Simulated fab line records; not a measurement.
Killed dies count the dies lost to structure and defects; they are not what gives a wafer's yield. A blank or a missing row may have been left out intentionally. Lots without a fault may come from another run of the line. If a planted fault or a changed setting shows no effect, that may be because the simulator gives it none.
Matching of chambers    flow nand_harc    NHARC_P_CONTACT_CMP_24 on cmp-02 has 4 sister chambers
The step polishes, t overpolish 30 s, target thk 200 nm. 4 wafers are shown with their chamber, then 9 later ones without.

WAFERS PAIRED WITH THEIR CHAMBERS
wafer   chamber  motor_current_A (A)
L087.4  1        14.2
L090.1  0        9.6
L090.3  3        10.4
L090.5  2        10.7

WAFERS WITHOUT THEIR CHAMBER
wafer   motor_current_A (A)
L094.1  10.1
L094.5  10.2
L094.6  10.7
L094.2  10.3
L094.3  11.4
L094.4  13.8
L093.1  10.7
L093.3  14.6
L093.4  11.2

EACH ONE'S CHAMBER
wafer   from the rows above           in truth
L094.1  can't be placed: 3 or 0 or 2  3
L094.5  can't be placed: 3 or 2 or 0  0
L094.6  can't be placed: 2 or 3       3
L094.2  can't be placed: 3 or 2 or 0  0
L094.3  can't be placed: 2 or 3       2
L094.4  1                             1
L093.1  can't be placed: 2 or 3       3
L093.3  1                             1
L093.4  can't be placed: 2 or 3       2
2 of 9 placed correctly. Unplaceable from these rows: 7, with the true chamber sitting among the candidates in 7. 0 placed wrongly.
How it was worked out, from the rows above alone: a wafer's distance from a chamber is the root of the sum, over the readings, of the square of ((its reading less the chamber's mean) divided by the reading's scatter). The wafer belongs to the nearest chamber; if the next one is less than 2 further off, it can't be placed. Each chamber's mean is taken over the wafers shown for it. The scatter (one wafer shown for each chamber): square how far every hidden wafer sits from the nearest shown wafer, average those squares and take the square root.
